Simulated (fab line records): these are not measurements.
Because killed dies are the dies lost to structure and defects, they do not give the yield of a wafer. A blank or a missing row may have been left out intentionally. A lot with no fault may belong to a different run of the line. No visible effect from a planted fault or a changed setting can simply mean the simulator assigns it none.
Chamber matching :: flow n5 finfet :: N5_BEOL_M5_ETCH_67 on rie diel-03: 4 sister chambers
The step etches SiARC in CF4, target depth 15.6 nm, time 26 s. 4 wafers are shown with their chamber, then 9 later ones without.

WAFERS PAIRED WITH THEIR CHAMBERS
wafer: L084.4
chamber: 2
drypump motor current A (A): 5.3

wafer: L083.4
chamber: 3
drypump motor current A (A): 5.5

wafer: L090.3
chamber: 0
drypump motor current A (A): 4.7

wafer: L090.6
chamber: 1
drypump motor current A (A): 6.0

WAFERS WITHOUT THEIR CHAMBER
wafer: L092.1
drypump motor current A (A): 5.5

wafer: L092.2
drypump motor current A (A): 6.0

wafer: L092.6
drypump motor current A (A): 4.8

wafer: L094.1
drypump motor current A (A): 5.3

wafer: L094.2
drypump motor current A (A): 5.5

wafer: L094.3
drypump motor current A (A): 4.7

wafer: L097.1
drypump motor current A (A): 5.3

wafer: L097.2
drypump motor current A (A): 5.5

wafer: L097.5
drypump motor current A (A): 5.3

WHICH CHAMBER EACH WENT THROUGH
wafer: L092.1
from the rows above: 3
in truth: 3

wafer: L092.2
from the rows above: 1
in truth: 1

wafer: L092.6
from the rows above: 0
in truth: 0

wafer: L094.1
from the rows above: 2
in truth: 2

wafer: L094.2
from the rows above: 3
in truth: 3

wafer: L094.3
from the rows above: 0
in truth: 0

wafer: L097.1
from the rows above: 2
in truth: 2

wafer: L097.2
from the rows above: 3
in truth: 3

wafer: L097.5
from the rows above: 2
in truth: 2
9 of 9 placed correctly. Number that these rows cannot place: 0. Placed wrongly: 0.
How it was worked out, from the rows above alone: a wafer's distance from a chamber is the root of the sum, over the readings, of the square of ((its reading less the chamber's mean) divided by the reading's scatter). The wafer belongs to the nearest chamber; if the next one is less than 2 further off, it can't be placed. Each chamber's mean is taken over the wafers shown for it. The scatter (one wafer shown for each chamber): square how far every hidden wafer sits from the nearest shown wafer, average those squares and take the square root.
